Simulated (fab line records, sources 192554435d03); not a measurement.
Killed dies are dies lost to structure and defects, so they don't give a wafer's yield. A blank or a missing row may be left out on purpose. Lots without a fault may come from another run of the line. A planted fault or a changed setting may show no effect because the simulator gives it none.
Chamber matching | flow n5_finfet | N5_DUMMY_GATE_STRIP_40 on rie_diel-05: 4 sister chambers
The step strips in CF4. 8 wafers are shown with their chamber, then 8 later ones without.

WAFERS WITH THEIR CHAMBER
wafer  | chamber | showerhead_plenum_p_Torr (Torr) | throttle_valve_pct (%)
L076.6 | 1       | 1.86                            | 13.56
L086.1 | 0       | 1.75                            | 13.20
L086.2 | 2       | 1.81                            | 13.12
L086.4 | 1       | 1.85                            | 13.62
L087.1 | 2       | 1.81                            | 13.11
L087.5 | 3       | 1.79                            | 13.94
L087.6 | 0       | 1.74                            | 13.20
L094.1 | 3       | 1.79                            | 14.00

WAFERS WITHOUT THEIR CHAMBER
wafer  | showerhead_plenum_p_Torr (Torr) | throttle_valve_pct (%)
L094.2 | 1.74                            | 13.24
L094.3 | 1.80                            | 13.13
L095.1 | 1.74                            | 13.22
L095.3 | 1.85                            | 13.65
L095.5 | 1.74                            | 13.24
L097.1 | 1.78                            | 13.99
L097.3 | 1.80                            | 13.15
L097.5 | 1.80                            | 13.15

WHICH CHAMBER EACH WENT THROUGH
wafer  | from the rows above | in truth
L094.2 | 0                   | 0
L094.3 | 2                   | 2
L095.1 | 0                   | 0
L095.3 | 1                   | 1
L095.5 | 0                   | 0
L097.1 | 3                   | 3
L097.3 | 2                   | 2
L097.5 | 2                   | 2
Placed correctly: 8 of 8. Can't be placed from these rows: 0. Placed wrongly: 0.
How it was worked out, from the rows above alone: a wafer's distance from a chamber is the root of the sum, over the readings, of the square of ((its reading less the chamber's mean) divided by the reading's scatter). The wafer belongs to the nearest chamber; if the next one is less than 2 further off, it can't be placed. A chamber's mean is the mean of its shown wafers. The scatter: the root of (the sum of the squares of (reading less its chamber's mean) over the shown wafers, divided by (wafers less chambers)).
